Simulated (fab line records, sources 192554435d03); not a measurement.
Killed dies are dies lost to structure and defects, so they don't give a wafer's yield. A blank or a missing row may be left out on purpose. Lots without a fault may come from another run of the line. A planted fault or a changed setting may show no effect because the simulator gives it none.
fab line records | flow n5_finfet
record lots=4 wafers=11 last_day=18
route steps=1938 shown BEOL_M4@1099 BEOL_M5@1112 BEOL_M8@1342 BEOL_M15@1830 PASSIVATION@1936
lots that met no fault: from a run of the same line without faults
start_h: hours from the record's first day to the start of the lot's first wafer shown | wait_h: hours since the lot's step before | " the same as in the row above | L1.1+2: a row that stands for several wafers | - no value, or no start given | * or withheld: withheld | < > ~ a bound
route shown NAME@n: a module of which the file shows steps, and the number in the route of the first | usual: mean/standard deviation of fault-free wafers | same: alike in all rows | chamber/n: place in a boat | sites: the reading at each site | _std_site: their standard deviation | _edge_site: outer sites' mean less inner sites' | radius_mm: how far each site lies from the wafer's centre | mask NAME#n: copy n | behind: the tool/chamber that last shaped the wafer | hold: why the lot was held/for how many hours/how that ended | device: the transistor (n, p or np) that didn't switch | end of line: the same wafers' tests at the end of the route | a step without rows: its recipe alone | killed: dies lost to structure and defects at the first sort, not the wafer's yield | map: a wafer's dies, x killed, . not, _ none there
set.NAME: the setting as run; set.NAME@STEP: as run at that earlier step | model.NAME: the simulator's own value behind a step, which no gauge read
lots at some steps of the route; a table a step, a row a wafer
services: from which hour (start_h, from the record's first day; less than 0 if before it) a tool's chamber was out of use, for how many hours, and why
## steps
# step N5_BEOL_M4_ANNEAL_95
# recipe temp_c=400 time_s=240 ambient=vacuum
# step N5_BEOL_M4_SPUTTER_96
# recipe material=Cu target_thk_a=45 temp_c=-20 chamber_pressure_pa=0.07 power_w=withheld time_s=8.29
# step N5_BEOL_M4_ECD_50
# recipe material=Cu target_thk_a=3000
# step N5_BEOL_M4_ANNEAL_51
# recipe temp_c=225 time_s=90 ambient=N2
# step N5_BEOL_M4_CMP_52
# recipe stop_on=SiOC t_overpolish_s=6.8 down_force_psi=1 platen_rpm=50 clearing_platen_down_force_psi=1.5 clearing_platen_rpm=50 post_cmp_clean=cu_alkaline target_thk_nm=40 clearing_platen_pad_velocity_m_s=0.99484 pad_velocity_m_s=0.99484
# step N5_BEOL_M4_PRE_CLEAN_60
# recipe gas=NH3/H2 time_s=15 temp_c=* rf_power_w=300
# step N5_BEOL_M4_CO_CAP_55
# recipe material=Co target_thk_a=20 temp_c=200 precursor=CCTBA/H2 pressure_torr=30 time_s=102.1
# step N5_BEOL_M4_PRE_CLEAN_56
# recipe gas=NH3 time_s=15 temp_c=withheld rf_power_w=300
# step N5_BEOL_M4_DEP_57
# recipe material=SiCN target_thk_a=80 temp_c=withheld precursor=3MS/NH3 pressure_torr=3 rf_w=202 time_s=14
# step N5_BEOL_M4_RC_MEAS_101
# usual DIBL_N=36.1/2 DIBL_P=36.3/2.5 IOFF_N=0.16/0.037 IOFF_P=0.21/0.039 ION_N=678/15 ION_P=465/8.7 SS_N=71.4/0.7 SS_P=73.3/0.74 VT_N=249/3.6 VT_P=-250.0/2.9
# columns lot.wafer tool chamber start_h wait_h DIBL_N[mV/V] DIBL_P[mV/V] IOFF_N[nA/um] IOFF_P[nA/um] ION_N[uA/um] ION_P[uA/um] SS_N[mV/dec] SS_P[mV/dec] VT_N[mV] VT_P[mV]
L268.1 prober-02 0 232.92 0.0 34.1 35.9 0.13 0.16 673 463 70.8 72.2 253 -254.6
L268.2 " 0 " " 34.2 36.3 0.13 0.16 677 459 70.8 72.2 252 -255.3
L268.5 " 0 " " 37.2 39.5 0.19 0.22 695 469 71.4 73.8 247 -253.5
L279.2 prober-02 0 308.42 0.2 38.1 40.0 0.22 0.27 688 472 72.0 74.1 242 -249.1
L279.3 " 0 " " 34.3 35.7 0.13 0.20 681 470 70.7 73.4 254 -250.4
L279.4 " 0 " " 34.2 35.2 0.14 0.20 667 456 70.6 72.8 250 -253.2
L283.1 prober-02 0 313.10 0.0 34.4 35.3 0.13 0.20 663 456 70.3 73.5 250 -248.7
L283.5 " 0 " " 32.6 32.2 0.11 0.16 674 474 70.5 72.4 252 -252.8
L280.1 prober-02 0 318.63 0.0 37.6 38.3 0.21 0.28 701 476 71.8 74.5 244 -245.1
L280.4 " 0 " " 37.3 36.7 0.19 0.25 683 461 71.7 73.7 244 -249.8
L280.6 " 0 " " 34.9 33.8 0.15 0.20 686 475 71.2 73.1 250 -250.5
# step N5_BEOL_M5_ILD_DEP_00
# recipe material=SiCOH_lowk target_thk_a=1406.4 temp_c=300 precursor=DEMS/porogen pressure_torr=5 rf_w=500 time_s=25.9
# step N5_BEOL_M5_CURE_79
# recipe temp_c=385 time_s=240 ambient=He/Ar material=SiCOH_lowk
# step N5_BEOL_M5_PECVD_70
# recipe material=SiO2 target_thk_a=160 temp_c=400 precursor=TEOS/O2 pressure_torr=5.5 rf_w=450 teos_flow_sccm=53.8 gas=O2 flow_sccm=3000 time_s=18
# step N5_BEOL_M5_HM_DEP_02
# recipe material=TiN target_thk_a=200 temp_c=25 chamber_pressure_pa=0.49996
# step N5_BEOL_M5_COAT_59
# recipe resist=SOC temp_c=250 time_s=60 spin_rpm=1500 resist_thk_nm=60
# step N5_BEOL_M5_COAT_60
# recipe resist=SiARC temp_c=220 time_s=60 spin_rpm=1500 resist_thk_nm=12
# step N5_BEOL_M5_COAT_71
# recipe resist=underlayer temp_c=205 time_s=60 spin_rpm=1500 resist_thk_nm=5
# step N5_BEOL_M5_COAT_05
# recipe resist=CAR-EUV spin_rpm=1500 resist_thk_nm=30
# step N5_BEOL_M5_EBR_07
# recipe solvent=PGMEA ebr_width_mm=1.5
# step N5_BEOL_M5_SOFTBAKE_06
# recipe temp_c=110 time_s=60 resist=CAR-EUV
# step N5_BEOL_M5_EXPOSE_08
# recipe mask_id=M5 na=0.33 source_shape=annular sigma_inner=0.4 sigma_outer=0.8 polarization=unpolarized target_cd_nm=28 dose_mj=35.75
# step N5_BEOL_M5_PEB_09
# recipe peb_temp_c=100 peb_time_s=60 resist=CAR-EUV
# step N5_BEOL_M5_DEVELOP_10
# recipe develop_time_s=30 developer=TMAH resist=CAR-EUV rinse_liquid=surfactant_rinse dry=air_spin dev_temp_c=23
# step N5_BEOL_M5_DESCUM_16
# recipe chemistry=O2 time_s=7 source_power_w=50 bias_power_w=20 pressure_mtorr=20 rf_frequency_hz=2.712e+07 temp_c=40 resist=CAR-EUV o2_flow_sccm=225
# step N5_BEOL_M5_ETCH_72
# recipe chemistry=N2/H2 target=underlayer target_depth_a=65 mask_material=CAR-EUV time_s=5.2 ion_energy_ev=200 pressure_mtorr=30 source_w=840 bias_w=150 n2_flow_sccm=200 h2_flow_sccm=200 ends=cleared
# step N5_BEOL_M5_ETCH_61
# recipe chemistry=CF4 target=SiARC target_depth_a=156 mask_material=CAR-EUV time_s=26 ion_energy_ev=80 pressure_mtorr=40 source_w=545 bias_w=36 Ar_flow_sccm=100 cf4_flow_sccm=100 ends=cleared
# step N5_BEOL_M5_ETCH_62
# recipe chemistry=N2/H2 target=SOC target_depth_a=750 overetch_a=150 mask_material=SiARC temp_c=40 time_s=112.5 ion_energy_ev=200 pressure_mtorr=30 source_w=840 bias_w=150 n2_flow_sccm=200 h2_flow_sccm=200
# step N5_BEOL_M5_STRIP_63
# recipe chemistry=N2/H2 temp_c=40 n2_flow_sccm=200 h2_flow_sccm=200 rf_frequency_hz=6e+07
# step N5_BEOL_M5_STRIP_73
# recipe chemistry=N2/H2 temp_c=40 n2_flow_sccm=200 h2_flow_sccm=200 rf_frequency_hz=6e+07
# step N5_BEOL_M5_STRIP_64
# recipe chemistry=CF4 resist=SiARC power_w=300 bias_power_w=75 pressure_mtorr=50 cf4_flow_sccm=150 rf_frequency_hz=6e+07
# step N5_BEOL_M5_HM_OPEN_17
# recipe chemistry=Cl2/BCl3 target_depth_a=200 overetch_a=60 target=TiN mask_material=SOC ion_energy_ev=150 pressure_mtorr=10 icp_w=1000 bias_w=126 Cl2_flow_sccm=53.25 bcl3_flow_sccm=21.75 Ar_flow_sccm=25
# step N5_BEOL_M5_STRIP_19
# recipe chemistry=O2 power_w=400 temp_c=40 pressure_mtorr=30 rf_frequency_hz=6e+07 bias_power_w=0 overash_fraction=0.2 o2_flow_sccm=225
# step N5_BEOL_M5_COAT_65
# recipe resist=SOC temp_c=250 time_s=60 spin_rpm=1500 resist_thk_nm=60
# step N5_BEOL_M5_COAT_66
# recipe resist=SiARC temp_c=220 time_s=60 spin_rpm=1500 resist_thk_nm=12
# step N5_BEOL_M8_EXPOSE_08
# recipe mask_id=M8 na=1.35 source_shape=dipole sigma_inner=0.817 sigma_outer=0.97 polarization=te dose_mj=68.25
# usual exposure_dose_mJ_cm2=68.22/0.063
# same na=1.35
# columns lot.wafer tool chamber start_h wait_h mask exposure_dose_mJ_cm2
L268.1 arfi_scanner-03 0 263.38 - M8#0 68.32
L268.2 " 0 " " M8#0 68.17
L268.5 " 0 " " M8#0 68.22
L279.2 arfi_scanner-03 0 345.08 - M8#0 76.55
L279.3 " 0 " " M8#0 76.49
L279.4 " 0 " " M8#0 76.52
L280.1 arfi_scanner-03 0 347.04 - M8#0 74.84
L280.4 " 0 " " M8#0 74.83
L280.6 " 0 " " M8#0 74.84
L283.1 arfi_scanner-02 0 350.37 - M8#0 68.16
L283.5 " 0 " " M8#0 68.14
# step N5_BEOL_M8_CD_MEAS_11
# recipe target_cd_nm=38.5 landing_energy_ev=500 detector=se_inlens polarity=opening
# usual cd_nm=38.5/0.67
# columns lot.wafer tool chamber start_h wait_h cd_nm
L268.1 cd_sem-03 0 263.51 - 37.5
L268.2 " 0 " " 38.3
L268.5 " 0 " " 37.5
L279.2 cd_sem-02 0 345.20 - 43.7
L279.3 " 0 " " 45.1
L279.4 " 0 " " 43.1
L280.1 cd_sem-02 0 347.16 - 43.3
L280.4 " 0 " " 42.2
L280.6 " 0 " " 43.1
L283.1 cd_sem-03 0 350.50 - 38.8
L283.5 " 0 " " 39.1
# step N5_BEOL_M8_ETCH_61
# recipe chemistry=CF4 target=SiARC target_depth_a=455 mask_material=CAR-ArF time_s=75.8 ion_energy_ev=80 pressure_mtorr=40 source_w=545 bias_w=36 Ar_flow_sccm=100 cf4_flow_sccm=100 ends=cleared
# usual drypump_motor_current_A=5.7/0.43 etch_rf_on_time_s=74.9/2.3 oes_product_au=0.73/0.079 rf_vpp_V=184.4/0.98 showerhead_plenum_p_Torr=2.17/0.056 throttle_valve_pct=15.52/0.21
# columns lot.wafer tool chamber start_h wait_h drypump_motor_current_A etch_rf_on_time_s oes_product_au rf_hours_counter_h rf_vpp_V showerhead_plenum_p_Torr throttle_valve_pct model.BEOL_M8.cd_offset_nm
L268.1 rie_diel-04 0 263.63 0.0 5.3 74.5 0.78 23 185.2 2.18 15.49 -0.8
L268.2 " 2 " " 5.8 76.7 0.67 141 185.7 2.24 15.77 0.4
L268.5 " 2 " " 5.8 76.2 0.66 - 184.4 2.24 15.76 -0.4
L279.2 rie_diel-06 1 345.32 0.0 6.5 73.1 0.75 56 184.3 2.19 15.36 5.8
L279.3 " 3 " " 5.7 73.8 0.70 77 185.3 2.17 15.36 6.6
L279.4 " 2 " " 6.4 75.8 0.73 69 184.7 2.16 15.36 5
L280.1 rie_diel-05 0 347.35 0.0 5.4 81.3 0.68 76 183.9 2.08 15.52 4.8
L280.4 " 3 " " 6.2 73.7 0.83 13 184.4 2.10 15.37 4
L280.6 " 0 " " 5.3 81.4 0.67 - 183.1 2.08 15.52 4.4
L283.1 rie_diel-05 0 350.62 0.0 5.4 81.1 0.68 77 183.0 2.08 15.51 0
L283.5 " 1 " " 6.1 74.6 0.68 - 183.0 2.16 15.38 1.2
# step N5_BEOL_M8_HM_OPEN_17
# recipe chemistry=Cl2/BCl3 target_depth_a=200 overetch_a=60 target=TiN mask_material=SOC ion_energy_ev=150 pressure_mtorr=10 icp_w=1000 bias_w=126 Cl2_flow_sccm=53.25 bcl3_flow_sccm=21.75 Ar_flow_sccm=25
# usual drypump_motor_current_A=5.64/0.26 oes_product_au=0.71/0.087 throttle_valve_pct=22.37/0.22
# columns lot.wafer tool chamber start_h wait_h drypump_motor_current_A oes_product_au rf_hours_counter_h throttle_valve_pct model.BEOL_M8.cd_offset_nm
L268.1 rie_metal-01 1 263.88 0.0 5.84 0.77 10 22.78 -0.6
L268.2 " 0 " " 5.39 0.72 19 22.48 0.2
L268.5 " 1 " " 5.84 0.78 - 22.76 -0.8
L279.2 rie_metal-03 1 345.57 0.0 5.48 0.62 59 22.32 5.8
L279.3 " 0 " " 5.99 0.81 - 22.27 6.4
L279.4 " 1 " " 5.49 0.63 - 22.31 5
L280.1 rie_metal-03 1 347.60 0.0 5.47 0.62 59 22.31 4.8
L280.4 " 0 " " 6.00 0.81 - 22.29 4.6
L280.6 " 1 " " 5.49 0.61 - 22.33 4.2
L283.1 rie_metal-01 0 350.87 0.0 5.39 0.71 26 22.47 -0.2
L283.5 " 1 " " 5.85 0.75 - 22.80 1.4
# step N5_BEOL_M8_CD_MEAS_18
# recipe pitch_nm=80 target_cd_nm=40
# usual cd_nm=40.2/0.75
# columns lot.wafer tool chamber start_h wait_h cd_nm
L268.1 cd_sem-02 - 264.06 0.0 39.3
L268.2 " - " " 40.2
L268.5 " - " " 39.5
L279.2 cd_sem-01 - 345.75 0.1 46.3
L279.3 " - " " 46.5
L279.4 " - " " 45.2
L280.1 cd_sem-01 - 347.90 0.0 44.6
L280.4 " - " " 44.3
L280.6 " - " " 44.0
L283.1 cd_sem-03 - 351.05 0.0 39.6
L283.5 " - " " 41.4
# step N5_BEOL_M15_RC_MEAS_101
# usual COMB_M10=1.5e-11/3e-12 COMB_M11=1.5e-11/2.9e-12 COMB_M12=6.4e-12/1.4e-12 COMB_M13=4.9e-12/1e-12 COMB_M14=3.8e-12/9.5e-13 COMB_M15=2.7e-12/7.1e-13 COMB_M5=3.7e-11/6.9e-12 COMB_M6=2.6e-11/5.1e-12 COMB_M7=2.5e-11/4.9e-12 COMB_M9=1.5e-11/3.1e-12 SERP_M10=3.01/0.094 SERP_M11=3.08/0.13 SERP_M12=0.625/0.023 SERP_M13=0.311/0.0091 SERP_M14=0.160/0.0054 SERP_M5=39.5/2.5 SERP_M6=13.4/0.63 SERP_M7=13.6/0.69 SERP_M8=13.5/0.64 SERP_M8_max_site=14.1/0.67 SERP_M9=3.11/0.13
# columns lot.wafer tool chamber start_h wait_h COMB_M10[S/m] COMB_M11[S/m] COMB_M12[S/m] COMB_M13[S/m] COMB_M14[S/m] COMB_M15[S/m] COMB_M5[S/m] COMB_M6[S/m] COMB_M7[S/m] COMB_M9[S/m] SERP_M10[ohm/um] SERP_M11[ohm/um] SERP_M12[ohm/um] SERP_M13[ohm/um] SERP_M14[ohm/um] SERP_M5[ohm/um] SERP_M6[ohm/um] SERP_M7[ohm/um] SERP_M8[ohm/um] SERP_M8_max_site[ohm/um] SERP_M9[ohm/um]
L268.1 prober-02 0 319.86 0.1 1.5e-11 1.85e-11 7.3e-12 8.4e-12 4.3e-12 3.3e-12 3.1e-11 2.6e-11 2.2e-11 1.6e-11 2.92 3.22 0.606 0.323 0.157 36.9 14.1 14.3 14.0 14.6 3.12
L268.2 " 0 " " 1.4e-11 1.36e-11 6e-12 5.3e-12 6e-12 2.8e-12 4.3e-11 3.1e-11 2.3e-11 1.4e-11 3.34 3.04 0.604 0.303 0.159 39.9 13.8 14.5 12.9 13.2 3.18
L268.5 " 0 " " 1.2e-11 1.66e-11 7.1e-12 6.1e-12 5.3e-12 3.1e-12 3.6e-11 2.5e-11 1.9e-11 1.5e-11 3.04 3.14 0.626 0.323 0.148 37.8 13.1 13.4 13.9 14.9 2.81
L280.1 prober-01 0 409.72 0.0 1.6e-11 1.91e-11 6.1e-12 4.8e-12 3.8e-12 1.9e-12 3.1e-11 2.4e-11 2.6e-11 1.6e-11 3.08 3.30 0.589 0.307 0.153 38.7 13.9 14.4 10.8 11.1 3.08
L280.4 " 0 " " 1.3e-11 2.18e-11 5.1e-12 5.4e-12 3.9e-12 1.7e-12 4.5e-11 1.9e-11 2.3e-11 1.2e-11 2.96 3.11 0.616 0.313 0.161 39.5 13.4 12.4 10.9 11.5 3.18
L280.6 " 0 " " 1.2e-11 1.43e-11 5.1e-12 4.5e-12 3.4e-12 1.7e-12 2.3e-11 2.2e-11 2.8e-11 1.4e-11 2.87 3.16 0.606 0.309 0.165 41.4 14.1 14.2 11.4 11.8 3.03
L279.2 prober-02 0 410.11 0.2 1.3e-11 1.79e-11 5.6e-12 6.3e-12 4.3e-12 3.1e-12 3.4e-11 3.2e-11 2.4e-11 1e-11 3.08 3.13 0.606 0.321 0.160 36.5 13.6 13.2 10.9 11.4 3.26
L279.3 " 0 " " 1.1e-11 1.1e-11 4.4e-12 5.8e-12 3.4e-12 3e-12 3.7e-11 2.6e-11 2.2e-11 1.5e-11 2.92 3.02 0.609 0.309 0.161 38.1 13.8 13.4 10.7 11.3 2.90
L279.4 " 0 " " 1.1e-11 1.49e-11 6.8e-12 5.4e-12 3.9e-12 3e-12 5e-11 2.5e-11 2.4e-11 1.5e-11 3.00 3.20 0.630 0.307 0.154 36.2 13.3 13.2 10.6 11.7 3.25
L283.1 prober-02 0 422.33 0.0 1.4e-11 2.07e-11 7.4e-12 6.4e-12 4.2e-12 3.3e-12 4.1e-11 2.7e-11 2.4e-11 1.8e-11 2.93 3.23 0.622 0.314 0.154 41.6 12.4 13.9 13.3 13.7 3.17
L283.5 " 0 " " 1.5e-11 2.01e-11 6.4e-12 5.2e-12 3.3e-12 2.9e-12 4.4e-11 2.6e-11 2.9e-11 1.7e-11 3.07 3.21 0.635 0.296 0.154 40.4 13.3 13.5 11.8 12.2 3.06
# sites SERP_M8 radius_mm=0,75,75,75,75,140,140,140,140
L268.1 13.8 14.6 14.0 14.0 14.4 13.9 13.3 13.5 14.2
L280.1 10.5 10.7 10.8 10.8 11.1 11.0 10.6 10.4 10.8
L279.2 10.4 10.6 10.6 10.4 10.9 11.2 11.4 11.0 11.3
L283.1 12.9 13.1 13.5 13.3 13.0 13.5 13.5 13.7 13.1
# step N5_PASSIVATION_PROBE_49
# usual defect_limited_yield=91.1/1.3 killed_at_M0_to_M3=32/9.7 killed_at_M4_up=16/6 killed_at_contacts=12/5.9 killed_at_front_end=41/11 killed_at_other=4/3.1 killed_dies=104/16 killed_on_rim=14/4 killed_open=68/12 killed_short=34/7.4 sort_bin_5_function=5.1/0.85 sort_bin_6_memory=3.3/0.66 sort_n_pass=1075/16 sort_yield_pct=91.1/1.4
# same gross_dies=1180 killed_at_back_side=0 sort_bin_4_leakage[%]=0 sort_bin_8_speed[%]=0
# columns lot.wafer tool chamber start_h wait_h defect_limited_yield[%] killed_at_M0_to_M3 killed_at_M4_up killed_at_contacts killed_at_front_end killed_at_other killed_dies killed_on_rim killed_open killed_short sort_bin_5_function[%] sort_bin_6_memory[%] sort_n_pass sort_yield_pct[%]
L279.2 prober-01 - 425.34 0.1 66.1 24 269 16 89 2 400 100 89 35 5.6 4.8 780 66.1
L279.3 prober-01 - 425.39 0.1 69.2 30 261 17 50 5 363 96 72 41 6.0 3.5 817 69.2
L279.4 prober-01 - 425.44 0.2 80.2 32 127 5 67 3 234 64 94 34 6.8 4.0 946 80.2
L280.1 prober-02 - 425.63 0.0 85.7 38 72 14 40 5 169 42 59 32 5.0 2.9 1011 85.7
L280.4 prober-02 - 425.78 0.2 87.5 35 60 20 30 3 148 37 65 34 4.4 3.8 1032 87.5
L280.6 prober-02 - 425.88 0.3 88.9 29 32 12 34 24 131 26 64 28 6.5 2.9 1049 88.9
# killed by level:class
L279.2 BEOL_M8:area_expose=260 FIN_SAQP:geometric_particle:open=22 STI_FIN_REVEAL:geometric_particle:open=17 HKMG_FIN:area_etch=14 MOL_CONTACT_COAG:geometric_particle:open=11 BEOL_M0_SAQP:geometric_particle:short=7 FIN_SAQP:geometric_particle:short=6 BEOL_M0_SAQP:geometric_particle:open=6
L279.3 BEOL_M8:area_expose=249 MOL_CONTACT_COAG:geometric_particle:open=16 FIN_SAQP:geometric_particle:short=15 BEOL_M0_SAQP:geometric_particle:short=12 FIN_SAQP:geometric_particle:open=9 DUMMY_GATE:geometric_particle:open=7 BEOL_M4:geometric_particle:open=6 STI_FIN_REVEAL:geometric_particle:open=5
L279.4 BEOL_M8:area_expose=99 BEOL_M4:geometric_particle:open=18 FIN_SAQP:geometric_particle:open=16 DUMMY_GATE:geometric_particle:open=13 BEOL_M0_SAQP:geometric_particle:open=13 STI_FIN_REVEAL:geometric_particle:open=12 FIN_SAQP:geometric_particle:short=9 BEOL_M0_SAQP:geometric_particle:short=7
L280.1 BEOL_M8:area_expose=66 BEOL_M0_SAQP:geometric_particle:short=13 MOL_CONTACT_COAG:geometric_particle:open=12 BEOL_M0_SAQP:geometric_particle:open=11 HKMG_FIN:area_etch=9 FIN_SAQP:geometric_particle:open=7 BEOL_M3:geometric_particle:open=4 FIN_SAQP:geometric_particle:short=3
L280.4 BEOL_M8:area_expose=49 MOL_CONTACT_COAG:geometric_particle:open=14 BEOL_M1:geometric_particle:open=7 MOL_CONTACT_COAG:geometric_particle:short=6 BEOL_M2:geometric_particle:open=6 BEOL_M8:geometric_particle:open=6 BEOL_M0_SAQP:geometric_particle:short=5 GATE_CUT:geometric_particle:short=5
L280.6 PASSIVATION:area_etch=22 BEOL_M8:area_expose=16 MOL_CONTACT_COAG:geometric_particle:open=10 BEOL_M0_SAQP:geometric_particle:open=9 FIN_SAQP:geometric_particle:open=7 DUMMY_GATE:geometric_particle:open=7 BEOL_M4:geometric_particle:open=7 BEOL_M3:geometric_particle:open=6
# map L279.2 (x killed, . not)
_________________xx..x.x.....________________
______________xxx..x.xx.xx...xx._____________
___________xx.x.x...x......xx....xx__________
__________x.xxx...x..x......xx..xx.._________
________xx..x..x.................x...._______
_______xxx..x....x....x...x.....x.x..x.______
______xxxx.x..x....xx.....x...xx........_____
_____xx.x.x...................x.x......x.____
____.xxxx....x..............x..xxx..xx..xx___
___xxx.xxx...xx...........x....x...........__
___xx...xxx.x...x....x......x....x..x..x..x__
__.xxxx.x.xxx...........x..x.x....xx........_
__xxx......x.......x.x...x.......x....x.x.x._
_xxxx.xx....xx.x.............x........x..x...
_xx..x................x.........x...x..xxx...
_xxx..x.x..............x...x.....x......x...x
_x..xxx..x........x.....................x.x.x
_xxxxxx....x............x...x...xxx.....x.x..
_xxxx.....x..x............x..........x....xxx
_xxxx.xxx...xxx....x...................x..xxx
_xxxx.xx..x.x.........x.........xx.....x.xxx.
__xxx.xx...x.x........x..x.xxx.x.....x......_
__xx.xxxxx.....x................x..x........_
___.x.x..........xx....x.........xx.x...x..__
___xxxx.xxxx.x.......x..x......x...x.x...xx__
____x.x.x..x.............x.x....x.x...xxxx___
_____x.xxxxxxx................x..x.x..xxx____
______x.xxxxxxxxx..x....x.x.x....x..xxxx_____
_______xxxx.x...xxxxx...x............xx______
________xxxxxxx.xx...........x..xxxx.x_______
__________xxxxxxx.....xx..xxx.xx...x_________
___________xxxxxxx....xxxxxxxx.xxxx__________
______________xx.x.xxxxxx.xx.xxx_____________
_________________xxx.xxxxx..x________________
# map L280.1 (x killed, . not)
_________________............________________
______________...x.............._____________
___________xx.................x....__________
__________......x..............x...._________
________....x.......................x._______
_______...........................x.x..______
______..xx...........x........x.x....x.._____
_____.xx........x........................____
____x...............x.x.....xx.....x..x.x.___
___..x.x....x...........xx........x........__
___x............x.......x....x.x...........__
__.........x.....x.............x............_
__x.xx....x..............x.................._
_xx...............x....x.....................
_xxx...................................x....x
_..x..x....x..................x..............
_xx..x...........x...........................
_xx............xx...x.........x...x......x...
_..x........................x...x...x....x.x.
_..x..x.x........x...xx.......x.x...x........
_..............x.........x........x..........
__....x........x...............x.....x.x...._
__..x.........................xx.x.........._
___..x...........x..x....x....x.x.........x__
___x............x.....x.........x.........x__
____.x..x......x..x........x............x.___
_____x..xx.x......x............x.........____
______x.x...x................x...xx....._____
_______xx..xx..x.....x...x.........x..x______
________xx....x..x.x.........x.....x.x_______
__________xx...x..x.....x..x..x....._________
___________x........x.....x....x...__________
______________.x.xx.x..x..x....x_____________
_________________.x..xx...xxx________________
## services
# columns tool chamber start_h hours kind
arfi_scanner-03 0 240.28 - calibration
rie_diel-05 3 242.46 40.9 repair
rie_metal-03 0 243.12 - clean
rie_metal-03 0 243.12 20.8 scheduled_down
rie_metal-03 0 243.12 20.8 vent_cycle
rie_diel-04 1 252.29 3.0 repair
arfi_scanner-02 - 265.91 2.5 repair
arfi_scanner-03 - 272.84 1.0 pm
rie_diel-06 2 275.94 2.5 repair
arfi_scanner-02 - 276.96 1.0 pm
arfi_scanner-03 - 279.38 1.1 repair
arfi_scanner-03 - 281.56 1.3 pm
rie_diel-05 3 283.73 - clean
rie_diel-05 3 283.73 - consumable_replace:focus_ring
arfi_scanner-02 - 285.31 1.3 pm
arfi_scanner-02 - 286.61 0.8 pm
rie_metal-03 - 295.92 14.6 pm
arfi_scanner-03 - 312.13 2.0 repair
arfi_scanner-03 - 317.63 0.8 pm
rie_metal-01 0 320.04 4.9 repair
rie_metal-01 - 327.12 14.6 pm
arfi_scanner-02 - 327.54 3.9 pm
rie_metal-03 - 337.52 1.8 repair
arfi_scanner-02 - 343.22 0.6 repair
## key
first_sign step=N5_BEOL_M8_EXPOSE_08 reading=exposure_dose_mJ_cm2 direction=up sigmas=99+ usual=68.22 struck=75.68
effect step=N5_BEOL_M8_CD_MEAS_11 reading=cd_nm direction=up sigmas=7.3 usual=38.5 struck=43.4 through=control_loop
effect step=N5_BEOL_M8_CD_MEAS_18 reading=cd_nm direction=up sigmas=6.6 usual=40.2 struck=45.2 through=control_loop
effect step=N5_BEOL_M15_RC_MEAS_101 reading=SERP_M8 direction=down sigmas=4.1 usual=13.5 struck=10.9
effect step=N5_PASSIVATION_PROBE_49 reading=killed_at_M4_up direction=up sigmas=20 usual=16 struck=137
model_effect step=N5_BEOL_M8_ETCH_61 value=BEOL_M8.cd_offset_nm without=-0.1667 struck=5.1
model_effect step=N5_BEOL_M8_HM_OPEN_17 value=BEOL_M8.cd_offset_nm without=-0.1667 struck=5.133
more_kills_born_at N5_BEOL_M8_EXPOSE_08@arfi_scanner-03=739
met_at N5_BEOL_M8_EXPOSE_08
struck_wafers L279.2,L279.3,L279.4,L280.1,L280.4,L280.6
loop_trim step=N5_BEOL_M8_EXPOSE_08 setting=dose lots=L280
baseline_loss step=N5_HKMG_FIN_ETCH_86 wafers=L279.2
baseline_loss step=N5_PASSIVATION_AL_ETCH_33 wafers=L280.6
onset_between 263.38 345.08
fault kind=process_parameter_drift tool=arfi_scanner-03 chamber=- onset_h=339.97 steps=N5_BEOL_M8_EXPOSE_08 channel=dose_mj offset=8.2806 shape=step acts_in=these_recipes_only stated=68.25
# loop_trim: a control loop set the setting to another value than it would have without faults
# baseline_loss: these wafers lose ten dies or more at that step, a loss of the line's own and not of a fault; the sort's usual values leave them out
